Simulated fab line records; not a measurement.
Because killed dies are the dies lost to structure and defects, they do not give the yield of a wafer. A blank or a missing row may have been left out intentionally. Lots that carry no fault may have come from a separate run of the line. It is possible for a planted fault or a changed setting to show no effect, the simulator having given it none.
Chamber matching	flow n5 finfet	N5_BEOL_M1_DESCUM_33 on rie diel-05: 4 sister chambers
The step chemistry O2, time 7 s. 4 wafers are shown with their chamber, then 9 later ones without.

## WAFERS PAIRED WITH THEIR CHAMBERS
wafer	chamber	throttle valve pct (%)
L079.5	2	19.8
L084.1	1	20.8
L084.2	0	20.8
L084.3	3	20.9

## WAFERS MISSING THEIR CHAMBER
wafer	throttle valve pct (%)
L088.1	20.9
L088.3	20.8
L088.4	20.9
L091.2	20.8
L091.5	20.9
L091.6	19.9
L093.3	20.8
L093.4	19.9
L093.6	20.8

## THE CHAMBER EACH PASSED THROUGH
wafer	from the rows above	in truth
L088.1	3	3
L088.3	can't be placed: 0 or 1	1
L088.4	3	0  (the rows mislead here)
L091.2	can't be placed: 0 or 1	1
L091.5	3	3
L091.6	2	2
L093.3	can't be placed: 0 or 1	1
L093.4	2	2
L093.6	can't be placed: 0 or 1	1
Correct placement for 4 of the 9. Not placeable from these rows: 4 (in 4, the candidates include the true chamber). Wrongly placed: 1.
How it was worked out, from the rows above alone: a wafer's distance from a chamber is the root of the sum, over the readings, of the square of ((its reading less the chamber's mean) divided by the reading's scatter). If the next closest chamber is less than 2 further off than the closest, the wafer can't be placed; otherwise it belongs to the closest. The mean given for a chamber averages the wafers shown for that chamber. The scatter: with one shown wafer a chamber, the root of the mean of the squares of how far each hidden wafer lies from its nearest shown one.
